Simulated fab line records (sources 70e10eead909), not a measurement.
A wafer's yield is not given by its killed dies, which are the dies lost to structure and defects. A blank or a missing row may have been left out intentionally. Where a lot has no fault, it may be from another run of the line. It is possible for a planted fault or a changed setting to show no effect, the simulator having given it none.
Struck lot and sound lot, side by side | flow nand harc | 14 steps out of a route of 1302
Sound: these wafers, L793.3, L793.5, L793.6. Struck: wafers L801.1, L801.3, L801.6. The cause is given at the end.
For every step that has rows: the tool of each side, followed by ch and its chambers, followed by its first start. Under that, the readings that differ: sound wafers | struck wafers | difference of the means | sigmas: that difference in standard deviations of wafers without a fault.
alike: a reading whose means differ by less than 2 such deviations, as well as words and numbers matching on both sides. not compared: withheld readings; readings where some wafer has no value; bounds like >300 that might hide an equal value; numbers whose values overlap and for which the record gives no deviation.
The two part at a step that has a row with sigmas, a row that says differs or no value, or rows on one side only. Numbers that don't overlap but have no deviation are shown without sigmas and don't part them. A reading missing from all wafers of one side parts the sides only when that side holds two or more wafers.

NHARC_A_CONTACT_ETCH_76: etches the open film in N2/H2, target depth 260 nm, time 475.3 s.
  sound: rie diel-02 ch 0,1; struck: rie diel-09 ch 1,2,3
  alike: bias w, chamber pressure mTorr, drypump motor current A, oes product au, rf fwd power W, rf vpp V, showerhead plenum p Torr, throttle valve pct
  not compared: rf hours counter h
NHARC_A_CONTACT_ETCH_77: etches the open film in CF4/CHF3, target depth 108.9 nm, time 54.5 s.
  sound: rie diel-02 ch 1,2,3; struck: rie diel-09 ch 2,3
  reading                     | sound       | struck      | difference | sigmas
  drypump motor current A (A) | 6.6 6.4 6.6 | 5.1 5.2 5.2 | -1.4       | -3
  alike: bias w, cf4 flow sccm, oes product au, rf fwd power W, rf vpp V, showerhead plenum p Torr, throttle valve pct
  not compared: rf hours counter h
then, 6 steps without rows for these wafers: NHARC_A_CONTACT_ETCH_78 (etches the open film in O2/COS, target depth 5300 nm, time 1378 s); NHARC_A_CONTACT_ETCH_124 (etches the open film in C4F8/O2/Ar, time 140 s, target depth 700 nm); NHARC_A_CONTACT_ETCH_125 (etches the open film in C4F8/O2/Ar, time 197 s, target depth 1918 nm); NHARC_A_CONTACT_ETCH_126 (etches the open film in C4F8/O2/Ar, time 197 s, target depth 1918 nm); NHARC_A_CONTACT_ETCH_127 (etches the open film in C4F8/O2/Ar, time 197 s, target depth 1918 nm); NHARC_A_CONTACT_ETCH_128 (etches the open film in C4F8/O2/Ar, time 197 s, target depth 1918 nm).
NHARC_A_CONTACT_ETCH_129: etches the open film in C4F8/O2/Ar, time 197 s, target depth 1918 nm.
  sound on har cap etch-01 ch 0,1, day 25 18:10; struck on har cap etch-03 ch 0,1, day 29 14:20
  alike: chamber pressure mTorr, oes air line au
  not compared: rf hours counter h
then, 1 step without rows for these wafers: NHARC_A_CONTACT_ETCH_130 (etches the open film in C4F8/O2/Ar, time 197 s, target depth 1918 nm).
NHARC_A_CONTACT_ETCH_131: etches the open film in C4F8/O2/Ar, time 197 s, target depth 1918 nm.
  sound on har cap etch-01 ch 0,1, day 25 18:31; struck on har cap etch-03 ch 0,1, day 29 14:41
  alike: chamber pressure mTorr, oes air line au
  not compared: rf hours counter h
NHARC_A_CONTACT_ETCH_132: etches the open film in C4F8/O2/Ar, time 197 s, target depth 1924 nm.
  sound on har cap etch-01 ch 0,1, day 25 18:41; struck on har cap etch-03 ch 0,1, day 29 14:52
  alike: chamber pressure mTorr, oes air line au
  not compared: rf hours counter h
NHARC_A_CONTACT_ETCH_133: etches the open film in C4F8/O2/Ar, time 374 s, target depth 1610 nm.
  sound on har cap etch-01 ch 0,1, day 25 18:59; struck on har cap etch-03 ch 0,1, day 29 15:02
  no value came back on the struck wafers for chamber pressure mTorr (mTorr), oes air line au (a.u.); on the sound wafers chamber pressure mTorr (mTorr) reads 20.012 19.975 19.994
  not compared: rf hours counter h
then, 1 step without rows for these wafers: NHARC_A_CONTACT_ETCH_91 (etches the open film in CH3F/O2, target depth 40 nm, time 85.7 s).

WHERE THEY PART
First at NHARC_A_CONTACT_ETCH_77; last, within this record, at NHARC_A_CONTACT_ETCH_133.

WHY: the cause the simulator had injected
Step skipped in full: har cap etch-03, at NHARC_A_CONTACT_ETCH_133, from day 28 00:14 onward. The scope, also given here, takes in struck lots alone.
